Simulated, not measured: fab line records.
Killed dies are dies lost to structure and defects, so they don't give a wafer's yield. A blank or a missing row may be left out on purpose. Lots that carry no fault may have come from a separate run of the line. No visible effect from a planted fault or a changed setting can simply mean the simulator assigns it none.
Struck lot and sound lot, side by side || flow n5_finfet || 16 steps out of a route of 1938
Sound: wafers L218.1, L218.2, L218.4. Struck: wafers L232.2, L232.4. (L232.1 of the same lot was not struck and is left out.) The cause comes at the end.
At each step with rows: each side's tool, then ch and its chambers, then its first start. Under that, the readings that differ: sound wafers || struck wafers || difference of the means || sigmas: that difference in standard deviations of wafers without a fault.
alike: a reading whose means differ by less than 2 such deviations, as well as words and numbers matching on both sides. not compared: withheld readings; readings where some wafer has no value; bounds like >300 that might hide an equal value; numbers whose values overlap and for which the record gives no deviation.
A row with sigmas, a row that says differs or no value, or rows on one side alone: a step with any of these is where the two part. Non-overlapping numbers with no deviation appear without sigmas and do not part them. Lack of a reading on every wafer of one side parts them only where that side has two or more wafers.

N5_BEOL_M8_HM_DEP_02: deposits TiN, target thk 20 nm.
  sound on pvd_sputter-03, day 9 12:32; struck on pvd_sputter-02, day 13 17:58
  alike: substrate_temp_c, throttle_valve_pct
then, 8 steps without rows for these wafers: N5_BEOL_M8_COAT_59 (time 60 s, resist thk 100 nm); N5_BEOL_M8_COAT_60 (time 60 s, resist thk 35 nm); N5_BEOL_M8_COAT_05 (resist thk 90 nm); N5_BEOL_M8_EBR_07; N5_BEOL_M8_SOFTBAKE_06 (time 60 s); N5_BEOL_M8_EXPOSE_08 (exposes mask M8); N5_BEOL_M8_PEB_09 (peb time 60 s); N5_BEOL_M8_DEVELOP_10 (develop time 30 s).
N5_BEOL_M8_CD_MEAS_11 targets a cd of 38.5 nm.
  sound on cd_sem-02 ch 0, day 9 12:55; struck on cd_sem-01 ch 0, day 13 18:25
  alike: cd_nm
N5_BEOL_M8_OVL_MEAS_12:
  sound on overlay-02 ch 0, day 9 12:57; struck on overlay-02 ch 0, day 13 18:27
  alike: M8_OVL
N5_BEOL_M8_INSPECT_13: inspects for defects (brightfield).
  sound on defect_inspect-01, day 9 12:59; struck on defect_inspect-01, day 13 18:28
  alike: raw_defect_count
N5_BEOL_M8_DESCUM_16: chemistry O2, time 7.9 s.
  sound on rie_diel-02 ch 1,2,3, day 9 13:13; struck on rie_diel-02 ch 1,3, day 13 18:36
{"reading": "model.CAR-ArF_of_BEOL_M8_COAT_05.thk_nm (nm)", "sound": "83.8 84 84", "struck": "85 85", "difference": "+1", "sigmas": ""}
  alike: drypump_motor_current_A, oes_product_au, rf_vpp_V, showerhead_plenum_p_Torr, throttle_valve_pct
  not compared: rf_hours_counter_h
N5_BEOL_M8_ETCH_61: etches SiARC in CF4, target depth 45.5 nm, time 75.8 s.
  sound on rie_diel-02 ch 1,2,3, day 9 13:14; struck on rie_diel-02 ch 1,3, day 13 18:38
{"reading": "model.CAR-ArF_of_BEOL_M8_COAT_05.thk_nm (nm)", "sound": "51.4 51.4 51.4", "struck": "52.4 52.4", "difference": "+1.0", "sigmas": ""}
  alike: drypump_motor_current_A, etch_rf_on_time_s, oes_product_au, rf_vpp_V, showerhead_plenum_p_Torr, throttle_valve_pct
  not compared: rf_hours_counter_h
N5_BEOL_M8_ETCH_62: etches SOC in N2/H2, target depth 110 nm, overetch 22 nm, time 165 s.
  sound on rie_diel-02 ch 1,2,3, day 9 13:18; struck on rie_diel-02 ch 1,3, day 13 18:41
  alike: drypump_motor_current_A, oes_product_au, rf_vpp_V, showerhead_plenum_p_Torr, throttle_valve_pct
  not compared: rf_hours_counter_h
next, for these wafers, 1 step has no rows: N5_PASSIVATION_PROBE_49.

## WHERE THEY PART
Nowhere in this record.

WHY: what had been put in by the simulator
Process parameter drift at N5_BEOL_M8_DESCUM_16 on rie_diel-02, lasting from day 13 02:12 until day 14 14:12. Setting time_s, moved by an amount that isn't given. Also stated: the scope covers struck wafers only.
